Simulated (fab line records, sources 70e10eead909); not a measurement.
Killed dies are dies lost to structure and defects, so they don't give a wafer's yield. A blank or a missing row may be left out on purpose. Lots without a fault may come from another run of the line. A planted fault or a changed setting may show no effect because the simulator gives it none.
Chamber matching | flow nand_harc | NHARC_A_M1_ETCH_35 on rie_diel-12: 4 sister chambers
The step etches the open film in N2/H2, target depth 40 nm, overetch 12 nm, time 43.94 s. 16 wafers are shown with their chamber, then 8 later ones without.

WAFERS WITH THEIR CHAMBER
wafer  | chamber | drypump_motor_current_A (A) | rf_vpp_V (V) | throttle_valve_pct (%)
L079.2 | 3       | 6.0                         | 430.5        | 14.177
L079.5 | 1       | 5.5                         | 426.7        | 14.172
L079.6 | 0       | 6.0                         | 432.4        | 14.161
L084.1 | 3       | 6.0                         | 431.2        | 14.169
L084.3 | 0       | 6.0                         | 430.9        | 14.162
L084.4 | 2       | 5.7                         | 426.0        | 14.167
L083.1 | 1       | 5.5                         | 427.3        | 14.178
L083.2 | 0       | 6.0                         | 432.5        | 14.173
L083.3 | 2       | 5.7                         | 428.1        | 14.179
L088.3 | 3       | 6.0                         | 431.5        | 14.175
L088.5 | 3       | 6.0                         | 430.7        | 14.158
L088.6 | 2       | 5.7                         | 428.5        | 14.174
L093.1 | 0       | 6.0                         | 431.4        | 14.155
L093.2 | 1       | 5.5                         | 427.5        | 14.169
L093.6 | 3       | 5.9                         | 432.7        | 14.169
L096.2 | 3       | 6.0                         | 430.1        | 14.163

SIGNATURES (means of the wafers above)
reading                 | chamber 0 | chamber 1 | chamber 2 | chamber 3 | scatter within a chamber
drypump_motor_current_A | 6.000     | 5.500     | 5.700     | 5.983     | 0.0264
rf_vpp_V                | 431.800   | 427.167   | 427.533   | 431.117   | 0.914
throttle_valve_pct      | 14.16275  | 14.17300  | 14.17333  | 14.16850  | 0.0067
Rule: a wafer's distance from a chamber is the root of the sum, over the readings, of the square of ((its reading less the chamber's mean) divided by the reading's scatter). The wafer belongs to the nearest chamber; if the next one is less than 2 further off, it can't be placed. The scatter: the root of (the sum of the squares of (reading less its chamber's mean) over the shown wafers, divided by (wafers less chambers)).

WAFERS WITHOUT THEIR CHAMBER
wafer  | drypump_motor_current_A (A) | rf_vpp_V (V) | throttle_valve_pct (%)
L096.3 | 5.7                         | 427.2        | 14.171
L096.4 | 5.5                         | 428.5        | 14.171
L094.3 | 5.7                         | 425.3        | 14.160
L094.4 | 6.0                         | 432.2        | 14.174
L094.6 | 6.0                         | 430.2        | 14.177
L097.1 | 5.7                         | 425.7        | 14.179
L097.4 | 5.5                         | 428.9        | 14.161
L097.5 | 6.0                         | 432.5        | 14.164

WHICH CHAMBER EACH WENT THROUGH
wafer  | from the rows above     | in truth
L096.3 | 2                       | 2
L096.4 | 1                       | 1
L094.3 | 2                       | 2
L094.4 | can't be placed: 3 or 0 | 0
L094.6 | can't be placed: 3 or 0 | 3
L097.1 | 2                       | 2
L097.4 | 1                       | 1
L097.5 | can't be placed: 0 or 3 | 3
Placed correctly: 5 of 8. Can't be placed from these rows: 3 (the true chamber is among the candidates in 3). Placed wrongly: 0.
